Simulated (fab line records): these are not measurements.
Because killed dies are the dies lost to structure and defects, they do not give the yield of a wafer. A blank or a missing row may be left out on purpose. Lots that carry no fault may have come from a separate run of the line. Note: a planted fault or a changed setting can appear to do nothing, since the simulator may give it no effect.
What tool caused it?    flow nand_harc    at 1 step of a route of 1159, 7 lots with 21 wafers sampled

== WHAT THE GAUGES SHOWED, per wafer ==
NHARC_P_ZERO_WELL_INSPECT_43.
lot   measured     on                 raw_defect_count
L923  day 2 07:46  defect_inspect-02  4 11 16
L932  day 4 13:45  defect_inspect-01  8 7 14
L936  day 5 13:47  defect_inspect-02  37 18 19
L938  day 6 01:41  defect_inspect-01  17 19 15
L940  day 6 13:45  defect_inspect-02  15 20 17
L942  day 7 01:44  defect_inspect-02  12 2 12
L944  day 7 13:37  defect_inspect-02  17 10 12

== TOOL THAT RAN EACH LOT (tool first, then ch and the chambers of the sampled wafers, then the start) ==
Before these readings, the record contains no process step.

== THE ANSWER, worked out from the rows above alone ==
Rule: what is usual is taken from the lots themselves. The widest of any qualifying gaps counts: lots, ordered by their means at a reading, are off when they make up no more than a third of the lots, leave a main group of 4 or more, and stand apart from it by 3 or more times the standard deviation of that group's means. If all means in a main group match to the digits the tables above print for the reading, that group is not used. A lot without any number at a reading at which 4 lots or more have one is off too. Where the step has rows for the other lots, those lots are counted as sound.
None of the lots is off at any reading shown; this tells nothing.

== WHAT THE SIMULATOR HAD INSERTED ==
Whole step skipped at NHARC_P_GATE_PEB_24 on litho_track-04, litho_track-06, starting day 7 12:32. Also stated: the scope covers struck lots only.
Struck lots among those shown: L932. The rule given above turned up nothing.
